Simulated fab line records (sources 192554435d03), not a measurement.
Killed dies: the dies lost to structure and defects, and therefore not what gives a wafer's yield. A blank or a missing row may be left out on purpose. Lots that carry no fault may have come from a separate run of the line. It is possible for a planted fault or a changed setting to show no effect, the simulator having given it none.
Problem report in the 8D (eight disciplines) form, filled by code ; flow n5_finfet ; the parts of the form that need people (team, actions taken, sign-off) are left out

## 1. THE PROBLEM
Mean of overpolish_run_s at N5_BEOL_M9_CMP_52: 0.038 s across 3 wafers in 2 lots; on wafers with no fault it is 7.000 s (standard deviation 0.0098). That is -99 or more standard deviations from the usual mean.
The step: polishes, stops on SiCOH lowk, t overpolish 7 s, target thk 140 nm.
Earliest sighting: wafer L775.5 on cmp-02 at day 12 04:16. The record has a number at this step for 31 wafers belonging to 11 lots. The rule behind "out" and "out of limits": a value lying over 4 standard deviations away from the usual mean. All remaining wafers that have a number are taken as sound.

## 2. WHAT THIS IS AND IS NOT
question;is;is not
which readings at this step;overpolish_run_s, barrier_field_endpoint_s;motor_current_A
which lots;L775, L778;L768, L769, L772, L782, L783, L784, L785, L786, L790
which wafers of those lots;L775.5, L778.2, L778.5;L775.1
read on which tools;cmp-02, cmp-04;cmp-01
when;from day 12 04:16;"up to then (10 sound wafers); but 18 sound wafers of L782, L783, L784, L785, L786, L790 came after"

## 3. WHAT RULES OUT EACH SUSPECT
Counting: if a tool at a process step up to the reading ran every lot that is out, it stays a suspect. Sound lots after the first of them don't rule it out here, since some wafers of a struck lot are sound.
- pecvd-04 at N5_BEOL_M9_PECVD_70 (deposits SiO2 from TEOS/O2, target thk 20 nm, time 22.7 s): kept. It processed each lot that is out (first: L775, day 11 22:17); up to then, its last sound lot is L768 (day 10 04:24).
- pvd_sputter-02 at N5_BEOL_M9_DEGAS_44 (time 60 s): kept. It processed each lot that is out (first: L775, day 12 02:31); up to then, its last sound lot is L768 (day 10 10:20).
- Within pecvd-04 at N5_BEOL_M9_PECVD_70: the wafers that are out ran in chambers 0, 1; their sound lot-mates ran in chamber 2.
What counting leaves: pecvd-04 at N5_BEOL_M9_PECVD_70 and pvd_sputter-02 at N5_BEOL_M9_DEGAS_44.

## 4. THE CAUSE (what the simulator had put in)
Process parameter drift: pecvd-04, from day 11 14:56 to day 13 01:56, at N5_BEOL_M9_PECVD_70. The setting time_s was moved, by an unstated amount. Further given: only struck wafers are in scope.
This tool is one of the 2 suspects left after counting.

## 5. THE CHAIN OF EFFECTS, in route order
Each row: a reading whose mean over the struck wafers that have a number lies more than 3 standard deviations from the usual. Only readings whose record carries a usual standard deviation are examined. hours: median over the lots of the time between each lot's start at the first step of this table that gives one and its start at this step. sigmas: the change, counted in usual standard deviations.
hours;step;reading;usual;on struck wafers;change;sigmas
0;N5_BEOL_M9_CMP_52;barrier_field_endpoint_s;28.6 s;46.9;+18.3;+30
0;N5_BEOL_M9_CMP_52;overpolish_run_s;7.000 s;0.038;-6.962;-99 or more
Process steps it contains:
- N5_BEOL_M9_CMP_52: polishes, stops on SiCOH lowk, t overpolish 7 s, target thk 140 nm.

## 6. HOW IT WOULD HAVE BEEN CAUGHT EARLIER
The fault began at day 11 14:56; the first out-of-limits reading in this record came at day 12 04:16, 13 hours later.
Of the tool readings at N5_BEOL_M9_PECVD_70 for which the record gives a usual standard deviation, none was out on any struck wafer, so an alarm limit of 4 standard deviations on them would not have fired.
L778, from the lots that are out (2), started N5_BEOL_M9_PECVD_70 on pecvd-04 later than day 12 04:16. A tool hold placed at that time would have kept it from harm.
